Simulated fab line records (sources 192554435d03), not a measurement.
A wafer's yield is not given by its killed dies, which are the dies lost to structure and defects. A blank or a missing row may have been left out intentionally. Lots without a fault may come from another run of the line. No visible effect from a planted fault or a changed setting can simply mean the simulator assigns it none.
fab line records | flow n5-finfet
record lots=7 | wafers=21
route steps=1938 shown DUMMY_GATE@224 SD_EPI_N@278 HKMG_FIN@386 GATE_CUT@484 MOL_CONTACT_COAG@559 BEOL_M0_SAQP@673
start-h: hours from the record's first day to the start of the lot's first wafer shown | wait-h: hours since the lot's step before | " repeats the value in the row above | L1.1+2: one row covering several wafers at once | - no value present, or no start provided | * or withheld: withheld | < > ~ a bound
route shown NAME@n: NAME is a module with steps in the file, n the number in the route of the first one | usual: mean/standard deviation of fault-free wafers | same: alike in all rows | chamber/n: place in a boat | sites: per-site readings | _std_site: standard deviation across them | _edge_site: outer sites' mean less inner sites' | radius-mm: how far each site lies from the wafer's centre | mask NAME#n: copy n | behind: the tool/chamber that last shaped the wafer | hold: reason for holding the lot/hours on hold/outcome of the hold | device: whichever transistor did not switch (one of n, p or np) | end of line: tests of these same wafers at the route's end | a step given without rows: its recipe and nothing more | killed: count of dies lost to structure and defects at first sort (not the wafer's yield) | map: per-die view of a wafer (x killed, . not killed, _ where there is no die)
set.NAME: the setting the step ran with; set.NAME@STEP: the setting that earlier step ran with | model.NAME: the simulator's own value behind a step, which no gauge read
one table per step and one row per wafer, for lots whose settings were changed on purpose
## steps
# step N5_DUMMY_GATE_COAT_28
# recipe resist=underlayer | temp-c=205 | time-s=60 | spin-rpm=1500 | resist-thk-nm=10
lot.wafer  | tool           | chamber | start-h | wait-h | set.spin-rpm | model.underlayer_of_DUMMY_GATE_COAT_28.thk-nm
L077.1+5+6 | litho-track-03 | 0       | -       | -      | 1582         | 9.8
L084.2+5   | litho-track-01 | 0       | -       | -      | 1362         | 10.6
L084.6     | "              | 0       | "       | "      | 1500         | 10
L086.2+5+6 | litho-track-01 | 0       | -       | -      | 1500         | 10
L087.1+3   | litho-track-01 | 0       | -       | -      | 1500         | 10
L087.4     | "              | 0       | "       | "      | 1664         | 9.4
L090.1+3   | litho-track-01 | 0       | -       | -      | 1500         | 10
L090.4     | "              | 0       | "       | "      | 1551         | 9.8
L094.2+4+5 | litho-track-01 | 0       | -       | -      | 1500         | 10
L096.2+5   | litho-track-03 | 0       | -       | -      | 1373         | 10.4
L096.6     | "              | 0       | "       | "      | 1500         | 10
# step N5_SD_EPI_N_ETCH_45
# recipe chemistry=CH3F/O2 | target=SiOCN | target-depth-a=60 | mask-material=SOC | ion-energy-ev=60 | bias-w=29 | pressure-mtorr=15 | source-w=410 | Ar_flow_sccm=150 | CH3F_flow_sccm=30 | O2_flow_sccm=20
lot.wafer | tool        | chamber | start-h | wait-h | set.target-depth-a | model.etch.depth-nm
L077.1    | rie-diel-06 | 0       | 66.60   | 0.1    | 60                 | 6.022
L077.5    | "           | 1       | "       | "      | 60                 | 6.086
L077.6    | "           | 2       | "       | "      | 66.97              | 6.669
L084.2    | rie-diel-01 | 3       | 113.13  | 0.1    | 60                 | 6.019
L084.5    | "           | 1       | "       | "      | 55.22              | 5.491
L084.6    | "           | 0       | "       | "      | 55.22              | 5.436
L086.2    | rie-diel-01 | 1       | 129.03  | 0.1    | 60                 | 5.956
L086.5    | "           | 3       | "       | "      | 60                 | 6.047
L086.6    | "           | 0       | "       | "      | 60                 | 5.897
L087.1    | rie-diel-01 | 2       | 129.70  | 0.1    | 62.02              | 6.027
L087.3    | "           | 0       | "       | "      | 60                 | 5.899
L087.4    | "           | 3       | "       | "      | 62.02              | 6.247
L090.1    | rie-diel-01 | 0       | 147.18  | 0.1    | 64.21              | 6.378
L090.3    | "           | 3       | "       | "      | 60                 | 6.058
L090.4    | "           | 1       | "       | "      | 64.21              | 6.419
L094.2    | rie-diel-01 | 2       | 171.87  | 0.1    | 56.4               | 5.446
L094.4    | "           | 0       | "       | "      | 56.4               | 5.558
L094.5    | "           | 3       | "       | "      | 56.4               | 5.633
L096.2    | rie-diel-06 | 1       | 181.20  | 0.1    | 66.64              | 6.738
L096.5    | "           | 1       | "       | "      | 60                 | 6.077
L096.6    | "           | 3       | "       | "      | 66.64              | 6.802
# step N5_HKMG_FIN_HK_ALD_01
# recipe material=HfO2 | target-thk-a=16 | temp-c=withheld | ald-precursor-family=HfCl4 | ald-co-reactant=H2O | pulse-time-s=3 | purge-time-s=3 | co-reactant-purge-time-s=2.5 | co-reactant-pulse-time-s=0.3 | ald-cycles=30
lot.wafer  | tool      | chamber | start-h | wait-h | set.ald-cycles
L077.1+5   | ald-hk-02 | 1       | 90.04   | 0.0    | 30
L077.6     | "         | 0       | "       | "      | 33
L084.2+6   | ald-hk-01 | 2,3     | 133.60  | 0.1    | 31
L084.5     | "         | 0       | "       | "      | 30
L086.2+5+6 | ald-hk-03 | 1,0,1   | 149.30  | 0.0    | 30
L087.1     | ald-hk-03 | 2       | 152.53  | 0.0    | 30
L087.3+4   | "         | 3,1     | "       | "      | 35
L090.1+3+4 | ald-hk-03 | 2,1,3   | 167.87  | 0.0    | 30
L094.2     | ald-hk-01 | 0       | 193.77  | 0.0    | 30
L094.4+5   | "         | 3,2     | "       | "      | 32
L096.2+5+6 | ald-hk-02 | 3,0,3   | 202.31  | 0.0    | 30
# step N5_HKMG_FIN_HK_ANNEAL_02
# recipe temp-c=700 | time-s=30 | ambient=N2 | idle-temp-c=600 | ramp-up-c-per-s=150 | ramp-down-c-per-s=60 | cool-to-c=600
# step N5_HKMG_FIN_ALD_74
# recipe material=La2O3 | target-thk-a=5 | temp-c=250 | ald-precursor-family=La-Cp | ald-co-reactant=O3 | pulse-time-s=6 | co-reactant-pulse-time-s=1 | purge-time-s=3 | co-reactant-purge-time-s=3
# step N5_HKMG_FIN_WET_ETCH_82
# recipe chemistry=dHCl | mix=1:10000 | temp-c=25 | target=La2O3 | stop-on=HfO2 | target-depth-nm=2 | dry=ipa-marangoni | rinse-time-s=30 | rinse-temp-c=23
# step N5_HKMG_FIN_ALD_36
# recipe material=TiN | target-thk-a=10 | temp-c=400 | ald-precursor-family=TiCl4 | ald-co-reactant=NH3 | pulse-time-s=1 | purge-time-s=3 | co-reactant-purge-time-s=2 | co-reactant-pulse-time-s=2 | ald-cycles=47 | pressure-torr=3
# step N5_HKMG_FIN_THK_MEAS_70
# recipe thk-meas-gauge=xrf | reads=HfO2_of_HKMG_FIN_HK_ALD_01
# usual HK_THK=1.613/0.022
lot.wafer | tool          | chamber | start-h | wait-h | set.ald-cycles@HKMG_FIN_HK_ALD_01 | HK_THK[nm]
L077.1    | film-metro-02 | -       | 93.48   | 0.2    | 30                                | 1.591
L077.5    | "             | -       | "       | "      | 30                                | 1.581
L077.6    | "             | -       | "       | "      | 33                                | 1.765
L084.2    | film-metro-02 | -       | 137.51  | 0.2    | 31                                | 1.682
L084.5    | "             | -       | "       | "      | 30                                | 1.597
L084.6    | "             | -       | "       | "      | 31                                | 1.646
L086.2    | film-metro-02 | -       | 153.16  | 0.2    | 30                                | 1.591
L086.5    | "             | -       | "       | "      | 30                                | 1.596
L086.6    | "             | -       | "       | "      | 30                                | 1.623
L087.1    | film-metro-02 | -       | 155.92  | 0.2    | 30                                | 1.579
L087.3    | "             | -       | "       | "      | 35                                | 1.861
L087.4    | "             | -       | "       | "      | 35                                | 1.858
L090.1    | film-metro-02 | -       | 171.74  | 0.2    | 30                                | 1.612
L090.3    | "             | -       | "       | "      | 30                                | 1.607
L090.4    | "             | -       | "       | "      | 30                                | 1.603
L094.2    | film-metro-01 | -       | 197.22  | 0.2    | 30                                | 1.605
L094.4    | "             | -       | "       | "      | 32                                | 1.726
L094.5    | "             | -       | "       | "      | 32                                | 1.720
L096.2    | film-metro-02 | -       | 206.00  | 0.2    | 30                                | 1.602
L096.5    | "             | -       | "       | "      | 30                                | 1.606
L096.6    | "             | -       | "       | "      | 30                                | 1.607
# step N5_GATE_CUT_EXPOSE_10
# recipe mask-id=GATE_CUT | na=0.33 | source-shape=annular | sigma-inner=0.35 | sigma-outer=0.8 | polarization=unpolarized | target-cd-nm=20 | dose-mj=43.25
lot.wafer  | tool           | chamber | start-h | wait-h | mask       | set.dose-mj
L077.1     | euv-scanner-01 | 0       | 103.95  | -      | GATE_CUT#0 | 40.6
L077.5+6   | "              | 0       | "       | "      | GATE_CUT#0 | 43.25
L084.2+5+6 | euv-scanner-02 | 0       | 146.56  | -      | GATE_CUT#0 | 45.67
L086.2+5+6 | euv-scanner-02 | 0       | 161.83  | -      | GATE_CUT#0 | 43.25
L087.1+3   | euv-scanner-02 | 0       | 168.77  | -      | GATE_CUT#0 | 40.41
L087.4     | "              | 0       | "       | "      | GATE_CUT#0 | 43.25
L090.1+3+4 | euv-scanner-02 | 0       | 180.51  | -      | GATE_CUT#0 | 43.25
L094.2+5   | euv-scanner-02 | 0       | 206.03  | -      | GATE_CUT#0 | 43.25
L094.4     | "              | 0       | "       | "      | GATE_CUT#0 | 41.19
L096.2     | euv-scanner-01 | 0       | 215.23  | -      | GATE_CUT#0 | 43.25
L096.5+6   | "              | 0       | "       | "      | GATE_CUT#0 | 42.12
# step N5_GATE_CUT_PEB_11
# recipe peb-temp-c=100 | peb-time-s=60 | resist=CAR-EUV
# step N5_GATE_CUT_DEVELOP_12
# recipe develop-time-s=30 | developer=TMAH | resist=CAR-EUV | rinse-liquid=surfactant-rinse | dry=air-spin | dev-temp-c=23
# step N5_GATE_CUT_CD_MEAS_13
# recipe target-cd-nm=20 | landing-energy-ev=500 | detector=se-inlens
# usual cd-nm=20.01/0.28
lot.wafer | tool      | chamber | start-h | wait-h | set.dose-mj@GATE_CUT_EXPOSE_10 | cd-nm
L077.1    | cd-sem-02 | 0       | 104.08  | -      | 40.6                           | 18.39
L077.5    | "         | 0       | "       | "      | 43.25                          | 20.53
L077.6    | "         | 0       | "       | "      | 43.25                          | 20.23
L084.2    | cd-sem-01 | 0       | 146.69  | -      | 45.67                          | 20.92
L084.5    | "         | 0       | "       | "      | 45.67                          | 21.20
L084.6    | "         | 0       | "       | "      | 45.67                          | 20.92
L086.2    | cd-sem-03 | 0       | 161.95  | -      | 43.25                          | 19.69
L086.5    | "         | 0       | "       | "      | 43.25                          | 20.21
L086.6    | "         | 0       | "       | "      | 43.25                          | 20.18
L087.1    | cd-sem-03 | 0       | 168.90  | -      | 40.41                          | 18.64
L087.3    | "         | 0       | "       | "      | 40.41                          | 18.35
L087.4    | "         | 0       | "       | "      | 43.25                          | 20.48
L090.1    | cd-sem-02 | 0       | 180.64  | -      | 43.25                          | 19.54
L090.3    | "         | 0       | "       | "      | 43.25                          | 19.64
L090.4    | "         | 0       | "       | "      | 43.25                          | 19.83
L094.2    | cd-sem-01 | 0       | 206.16  | -      | 43.25                          | 19.26
L094.4    | "         | 0       | "       | "      | 41.19                          | 18.95
L094.5    | "         | 0       | "       | "      | 43.25                          | 19.64
L096.2    | cd-sem-03 | 0       | 215.36  | -      | 43.25                          | 20.59
L096.5    | "         | 0       | "       | "      | 42.12                          | 19.57
L096.6    | "         | 0       | "       | "      | 42.12                          | 19.43
# step N5_GATE_CUT_DESCUM_18
# recipe chemistry=O2 | time-s=7 | source-power-w=50 | bias-power-w=20 | pressure-mtorr=20 | rf-frequency-hz=2.712e+07 | temp-c=40 | resist=CAR-EUV | o2-flow-sccm=225
lot.wafer | tool        | chamber | start-h | wait-h | set.time-s | set.dose-mj@GATE_CUT_EXPOSE_10 | model.GATE_CUT.cd-nm | model.CAR-EUV_of_GATE_CUT_COAT_07.thk-nm
L077.1    | rie-diel-04 | 0       | 104.20  | 0.0    | 7          | 40.6                           | 18.8                 | 26
L077.5+6  | "           | 0,1     | "       | "      | 8.534      | 43.25                          | 20.6                 | 25.2
L084.2    | rie-diel-05 | 2       | 146.81  | 0.0    | 7.776      | 45.67                          | 21.2                 | 25.6
L084.5+6  | "           | 3,2     | "       | "      | 7          | 45.67                          | 21                   | 26
L086.2    | rie-diel-02 | 0       | 162.07  | 0.0    | 7          | 43.25                          | 19.8                 | 26.2
L086.5    | "           | 2       | "       | "      | 7          | 43.25                          | 20.2                 | 26
L086.6    | "           | 1       | "       | "      | 7          | 43.25                          | 20                   | 26
L087.1    | rie-diel-05 | 0       | 169.08  | 0.1    | 6.175      | 40.41                          | 18.4                 | 26.6
L087.3    | "           | 1       | "       | "      | 7          | 40.41                          | 18.6                 | 26.2
L087.4    | "           | 3       | "       | "      | 7          | 43.25                          | 20.4                 | 26.2
L090.1    | rie-diel-02 | 1       | 180.76  | 0.0    | 7          | 43.25                          | 19.8                 | 26.2
L090.3+4  | "           | 2,3     | "       | "      | 7          | 43.25                          | 20                   | 26.2
L094.2    | rie-diel-05 | 2       | 206.28  | 0.0    | 6.534      | 43.25                          | 19.6                 | 26.4
L094.4    | "           | 0       | "       | "      | 7          | 41.19                          | 18.8                 | 26
L094.5    | "           | 2       | "       | "      | 6.534      | 43.25                          | 19.8                 | 26.2
L096.2    | rie-diel-02 | 2       | 215.54  | 0.1    | 8.226      | 43.25                          | 20.6                 | 25.4
L096.5    | "           | 3       | "       | "      | 8.226      | 42.12                          | 20                   | 25.2
L096.6    | "           | 0       | "       | "      | 7          | 42.12                          | 19.6                 | 25.8
# step N5_GATE_CUT_ETCH_28
# recipe chemistry=N2/H2 | target=underlayer | target-depth-a=130 | mask-material=CAR-EUV | time-s=10.4 | ion-energy-ev=200 | pressure-mtorr=30 | source-w=840 | bias-w=150 | n2-flow-sccm=200 | h2-flow-sccm=200 | ends=cleared
lot.wafer | tool        | chamber | start-h | wait-h | set.dose-mj@GATE_CUT_EXPOSE_10 | set.time-s@GATE_CUT_DESCUM_18 | model.GATE_CUT.cd-nm | model.CAR-EUV_of_GATE_CUT_COAT_07.thk-nm
L077.1    | rie-diel-04 | 0       | 104.24  | 0.0    | 40.6                           | 7                             | 18.8                 | 14.6
L077.5+6  | "           | 0,1     | "       | "      | 43.25                          | 8.534                         | 20.6                 | 13.8
L084.2    | rie-diel-05 | 2       | 146.85  | 0.0    | 45.67                          | 7.776                         | 21.2                 | 14
L084.5+6  | "           | 3,2     | "       | "      | 45.67                          | 7                             | 21                   | 14.4
L086.2    | rie-diel-02 | 0       | 162.11  | 0.0    | 43.25                          | 7                             | 19.8                 | 14.8
L086.5    | "           | 2       | "       | "      | 43.25                          | 7                             | 20.2                 | 14.6
L086.6    | "           | 1       | "       | "      | 43.25                          | 7                             | 20                   | 14.6
L087.1    | rie-diel-05 | 0       | 169.12  | 0.0    | 40.41                          | 6.175                         | 18.4                 | 15.2
L087.3    | "           | 1       | "       | "      | 40.41                          | 7                             | 18.6                 | 14.6
L087.4    | "           | 3       | "       | "      | 43.25                          | 7                             | 20.4                 | 14.6
L090.1    | rie-diel-02 | 1       | 180.80  | 0.0    | 43.25                          | 7                             | 19.8                 | 14.8
L090.3+4  | "           | 2,3     | "       | "      | 43.25                          | 7                             | 20                   | 14.8
L094.2    | rie-diel-05 | 2       | 206.31  | 0.0    | 43.25                          | 6.534                         | 19.6                 | 14.8
L094.4    | "           | 0       | "       | "      | 41.19                          | 7                             | 18.8                 | 14.6
L094.5    | "           | 2       | "       | "      | 43.25                          | 6.534                         | 20                   | 14.8
L096.2    | rie-diel-02 | 2       | 215.58  | 0.0    | 43.25                          | 8.226                         | 20.6                 | 14
L096.5    | "           | 3       | "       | "      | 42.12                          | 8.226                         | 19.8                 | 13.8
L096.6    | "           | 0       | "       | "      | 42.12                          | 7                             | 19.6                 | 14.6
# step N5_GATE_CUT_ETCH_36
# recipe chemistry=CF4 | target=SiARC | target-depth-a=130 | mask-material=CAR-EUV | time-s=21.7 | ion-energy-ev=80 | pressure-mtorr=40 | source-w=545 | bias-w=36 | Ar_flow_sccm=100 | cf4-flow-sccm=100 | ends=cleared
# step N5_GATE_CUT_ETCH_37
# recipe chemistry=N2/H2 | target=SOC | target-depth-a=600 | overetch-a=120 | mask-material=SiARC | temp-c=40 | time-s=90 | ion-energy-ev=200 | pressure-mtorr=30 | source-w=840 | bias-w=150 | n2-flow-sccm=200 | h2-flow-sccm=200
# step N5_GATE_CUT_CUT_ETCH_54
# recipe chemistry=Cl2/BCl3 | target=TiN | mask-material=SiO2 | target-depth-a=967 | pressure-mtorr=10 | icp-w=1000 | bias-w=126 | Cl2_flow_sccm=53.25 | bcl3-flow-sccm=21.75 | Ar_flow_sccm=25 | ends=cleared
# step N5_GATE_CUT_CUT_ETCH_55
# recipe chemistry=BCl3 | target=HfO2 | mask-material=SiO2 | target-depth-a=32 | ion-energy-ev=30 | pressure-mtorr=5 | icp-w=450 | bias-w=18 | bcl3-flow-sccm=80
# step N5_GATE_CUT_ETCH_47
# recipe chemistry=Cl2/BCl3 | target=SiO2 | target-depth-a=100 | pressure-mtorr=10 | icp-w=1000 | bias-w=126 | Cl2_flow_sccm=53.25 | bcl3-flow-sccm=21.75 | Ar_flow_sccm=25
lot.wafer  | tool         | chamber | start-h | wait-h | set.dose-mj@GATE_CUT_EXPOSE_10 | model.GATE_CUT.cd-nm
L077.1     | rie-metal-03 | 0       | 105.14  | 0.0    | 40.6                           | 18.6
L077.5+6   | "            | 1,0     | "       | "      | 43.25                          | 20.2
L084.2+5+6 | rie-metal-02 | 0,1,0   | 147.41  | 0.0    | 45.67                          | 21
L086.2     | rie-metal-02 | 1       | 162.62  | 0.0    | 43.25                          | 19.4
L086.5     | "            | 0       | "       | "      | 43.25                          | 20.2
L086.6     | "            | 1       | "       | "      | 43.25                          | 20
L087.1     | rie-metal-02 | 0       | 169.62  | 0.0    | 40.41                          | 18.2
L087.3     | "            | 1       | "       | "      | 40.41                          | 18.6
L087.4     | "            | 0       | "       | "      | 43.25                          | 20.2
L090.1+4   | rie-metal-03 | 0       | 181.31  | 0.0    | 43.25                          | 20.2
L090.3     | "            | 1       | "       | "      | 43.25                          | 20
L094.2     | rie-metal-03 | 1       | 206.82  | 0.0    | 43.25                          | 19.4
L094.4     | "            | 0       | "       | "      | 41.19                          | 18.8
L094.5     | "            | 1       | "       | "      | 43.25                          | 19.8
L096.2     | rie-metal-02 | 1       | 216.25  | 0.1    | 43.25                          | 20.6
L096.5     | "            | 1       | "       | "      | 42.12                          | 20
L096.6     | "            | 1       | "       | "      | 42.12                          | 19.2
# step N5_MOL_CONTACT_COAG_ALD_27
# recipe material=SiOC | target-thk-a=170 | temp-c=400 | ald-precursor-family=carbosiloxane | ald-co-reactant=H2-plasma | pulse-time-s=1.5 | time-s=2720 | purge-time-s=2 | co-reactant-purge-time-s=2 | ald-cycles=340 | pressure-torr=2
lot.wafer  | tool       | chamber | start-h | wait-h | set.ald-cycles | model.SiOC_of_MOL_CONTACT_COAG_ALD_27.thk-nm
L077.1+6   | ald-sin-01 | 2       | 119.51  | 0.0    | 321            | 16
L077.5     | "          | 1       | "       | "      | 340            | 16.8
L084.2+5   | ald-sin-03 | 1,2     | 159.53  | 0.0    | 340            | 17
L084.6     | "          | 1       | "       | "      | 322            | 16.2
L086.2+5+6 | ald-sin-04 | 2,3,2   | 177.00  | 0.0    | 340            | 17
L087.1     | ald-sin-04 | 1       | 180.44  | 0.2    | 391            | 19.6
L087.3     | "          | 2       | "       | "      | 340            | 17
L087.4     | "          | 0       | "       | "      | 391            | 19.2
L090.1+3+4 | ald-sin-01 | 2,0,1   | 194.59  | 0.0    | 340            | 17
L094.2+4   | ald-sin-01 | 1,0     | 217.70  | 0.0    | 340            | 17
L094.5     | "          | 0       | "       | "      | 340            | 16.8
L096.2+5   | ald-sin-04 | 1,2     | 226.34  | 0.5    | 340            | 17
L096.6     | "          | 3       | "       | "      | 385            | 19.2
# step N5_MOL_CONTACT_COAG_ETCH_91
# recipe chemistry=N2/H2 | target=SOC | target-depth-a=600 | overetch-a=210 | mask-material=SiARC | temp-c=40 | time-s=101.2 | ion-energy-ev=200 | pressure-mtorr=30 | source-w=840 | bias-w=150 | n2-flow-sccm=200 | h2-flow-sccm=200
lot.wafer  | tool        | chamber | start-h | wait-h | set.time-s | model.SiARC_of_MOL_CONTACT_COAG_COAT_76.thk-nm
L077.1+6   | rie-diel-01 | 3       | 123.11  | 0.0    | 101.2      | 5.8
L077.5     | "           | 2       | "       | "      | 101.2      | 6
L084.2+6   | rie-diel-06 | 2,3     | 162.77  | 0.0    | 120.2      | 5
L084.5     | "           | 0       | "       | "      | 101.2      | 5.8
L086.2+5+6 | rie-diel-03 | 1,3,0   | 180.49  | 0.0    | 101.2      | 5.8
L087.1+3   | rie-diel-06 | 0,3     | 185.17  | 0.0    | 101.2      | 5.8
L087.4     | "           | 3       | "       | "      | 91.65      | 6.2
L090.1+4   | rie-diel-03 | 2       | 197.80  | 0.0    | 101.2      | 5.8
L090.3     | "           | 3       | "       | "      | 101.2      | 6
L094.2     | rie-diel-03 | 3       | 221.08  | 0.0    | 101.2      | 6
L094.4     | "           | 0       | "       | "      | 101.2      | 5.8
L094.5     | "           | 3       | "       | "      | 115        | 5.4
L096.2+6   | rie-diel-03 | 3,2     | 229.87  | 0.0    | 107.1      | 5.6
L096.5     | "           | 3       | "       | "      | 101.2      | 6
# step N5_BEOL_M0_SAQP_ETCH_107
# recipe chemistry=CH3F/O2 | target=SiNx | target-depth-a=300 | mask-material=SOC | pressure-mtorr=30 | source-w=395 | bias-w=73 | Ar_flow_sccm=150 | CH3F_flow_sccm=30 | O2_flow_sccm=20 | ion-energy-ev=120
# usual rf-vpp-V=299/4.6
lot.wafer | tool        | chamber | start-h | wait-h | set.bias-w | rf-vpp-V | model.BEOL_M0_SAQP.feature-depth-nm
L077.1    | rie-diel-02 | 2       | 136.31  | 0.0    | 73         | 303      | 29.8
L077.5    | "           | 2       | "       | "      | 83.36      | 336      | 31.4
L077.6    | "           | 0       | "       | "      | 83.36      | 335      | 31.2
L084.2    | rie-diel-04 | 0       | 178.79  | 0.0    | 77.41      | 313      | 31
L084.5    | "           | 0       | "       | "      | 77.41      | 316      | 31.2
L084.6    | "           | 1       | "       | "      | 73         | 296      | 29.2
L086.2    | rie-diel-05 | 2       | 193.09  | 0.0    | 73         | 293      | 30.4
L086.5    | "           | 2       | "       | "      | 73         | 292      | 30.6
L086.6    | "           | 1       | "       | "      | 73         | 298      | 29.4
L087.1    | rie-diel-05 | 3       | 196.88  | 0.0    | 73         | 297      | 30.6
L087.3    | "           | 0       | "       | "      | 63.33      | 275      | 28.6
L087.4    | "           | 2       | "       | "      | 63.33      | 262      | 28.8
L090.1    | rie-diel-04 | 2       | 208.52  | 0.0    | 73         | 307      | 30.4
L090.3    | "           | 1       | "       | "      | 61.2       | 255      | 27.8
L090.4    | "           | 0       | "       | "      | 73         | 300      | 30.8
L094.2    | rie-diel-05 | 1       | 232.17  | 0.0    | 73         | 297      | 29.4
L094.4    | "           | 0       | "       | "      | 80.76      | 331      | 31
L094.5    | "           | 2       | "       | "      | 80.76      | 318      | 31.4
L096.2    | rie-diel-04 | 1       | 239.78  | 0.0    | 63.56      | 263      | 27.8
L096.5    | "           | 2       | "       | "      | 73         | 305      | 30.2
L096.6    | "           | 1       | "       | "      | 63.56      | 265      | 28
# step N5_BEOL_M0_SAQP_ALD_48
# recipe material=SiO2 | target-thk-a=200 | temp-c=100 | ald-precursor-family=BDEAS | ald-co-reactant=O2-plasma | pulse-time-s=1 | co-reactant-pulse-time-s=1 | purge-time-s=2 | co-reactant-purge-time-s=2 | ald-cycles=139 | pressure-torr=2
lot.wafer | tool       | chamber | start-h | wait-h | set.ald-cycles | model.SiO2_of_BEOL_M0_SAQP_ALD_48.thk-nm
L077.1+6  | ald-sin-01 | 2,3     | 138.26  | 0.3    | 139            | 20
L077.5    | "          | 2       | "       | "      | 149            | 21.4
L084.2    | ald-sin-02 | 2       | 180.88  | 0.0    | 121            | 17.4
L084.5    | "          | 1       | "       | "      | 139            | 20
L084.6    | "          | 0       | "       | "      | 139            | 19.8
L086.2+5  | ald-sin-02 | 2       | 195.90  | 0.3    | 139            | 20
L086.6    | "          | 1       | "       | "      | 139            | 19.8
L087.1    | ald-sin-02 | 1       | 198.59  | 0.0    | 139            | 19.8
L087.3    | "          | 0       | "       | "      | 149            | 21.2
L087.4    | "          | 2       | "       | "      | 149            | 21.4
L090.1    | ald-sin-02 | 2       | 212.36  | 0.1    | 148            | 21.2
L090.3    | "          | 1       | "       | "      | 139            | 19.8
L090.4    | "          | 3       | "       | "      | 139            | 20
L094.2+5  | ald-sin-04 | 3       | 233.88  | 0.0    | 139            | 20
L094.4    | "          | 1       | "       | "      | 148            | 21.4
L096.2+6  | ald-sin-04 | 1       | 241.78  | 0.0    | 139            | 20
L096.5    | "          | 2       | "       | "      | 139            | 19.8
## key
split step=N5_DUMMY_GATE_COAT_28 | setting=spin-rpm | stated=1500 | by=wafer
response step=N5_DUMMY_GATE_COAT_28 | reading=model.underlayer_of_DUMMY_GATE_COAT_28.thk-nm | change=-0.0562 | per=1% | r=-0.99
split step=N5_SD_EPI_N_ETCH_45 | setting=target-depth-a | stated=60 | by=wafer
response step=N5_SD_EPI_N_ETCH_45 | reading=model.etch.depth-nm | change=+0.0588 | per=1% | r=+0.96
split step=N5_HKMG_FIN_HK_ALD_01 | setting=ald-cycles | stated=30 | by=wafer
response step=N5_HKMG_FIN_THK_MEAS_70 | reading=HK_THK | change=+0.0172 | per=1% | r=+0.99
split step=N5_GATE_CUT_EXPOSE_10 | setting=dose-mj | stated=43.25 | by=wafer
response step=N5_GATE_CUT_CD_MEAS_13 | reading=cd-nm | change=+0.277 | per=1% | r=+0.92
response step=N5_GATE_CUT_DESCUM_18 | reading=model.GATE_CUT.cd-nm | change=+0.271 | per=1% | r=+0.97
response step=N5_GATE_CUT_ETCH_28 | reading=model.GATE_CUT.cd-nm | change=+0.278 | per=1% | r=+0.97
response step=N5_GATE_CUT_ETCH_47 | reading=model.GATE_CUT.cd-nm | change=+0.255 | per=1% | r=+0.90
split step=N5_GATE_CUT_DESCUM_18 | setting=time-s | stated=7 | by=wafer
response step=N5_GATE_CUT_DESCUM_18 | reading=model.CAR-EUV_of_GATE_CUT_COAT_07.thk-nm | change=-0.0342 | per=1% | r=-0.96
response step=N5_GATE_CUT_ETCH_28 | reading=model.CAR-EUV_of_GATE_CUT_COAT_07.thk-nm | change=-0.039 | per=1% | r=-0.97
split step=N5_MOL_CONTACT_COAG_ALD_27 | setting=ald-cycles | stated=340 | by=wafer
response step=N5_MOL_CONTACT_COAG_ALD_27 | reading=model.SiOC_of_MOL_CONTACT_COAG_ALD_27.thk-nm | change=+0.161 | per=1% | r=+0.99
split step=N5_MOL_CONTACT_COAG_ETCH_91 | setting=time-s | stated=101.2 | by=wafer
response step=N5_MOL_CONTACT_COAG_ETCH_91 | reading=model.SiARC_of_MOL_CONTACT_COAG_COAT_76.thk-nm | change=-0.0422 | per=1% | r=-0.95
split step=N5_BEOL_M0_SAQP_ETCH_107 | setting=bias-w | stated=73 | by=wafer
response step=N5_BEOL_M0_SAQP_ETCH_107 | reading=rf-vpp-V | change=+2.68 | per=1% | r=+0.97
response step=N5_BEOL_M0_SAQP_ETCH_107 | reading=model.BEOL_M0_SAQP.feature-depth-nm | change=+0.159 | per=1% | r=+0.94
split step=N5_BEOL_M0_SAQP_ALD_48 | setting=ald-cycles | stated=139 | by=wafer
response step=N5_BEOL_M0_SAQP_ALD_48 | reading=model.SiO2_of_BEOL_M0_SAQP_ALD_48.thk-nm | change=+0.199 | per=1% | r=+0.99
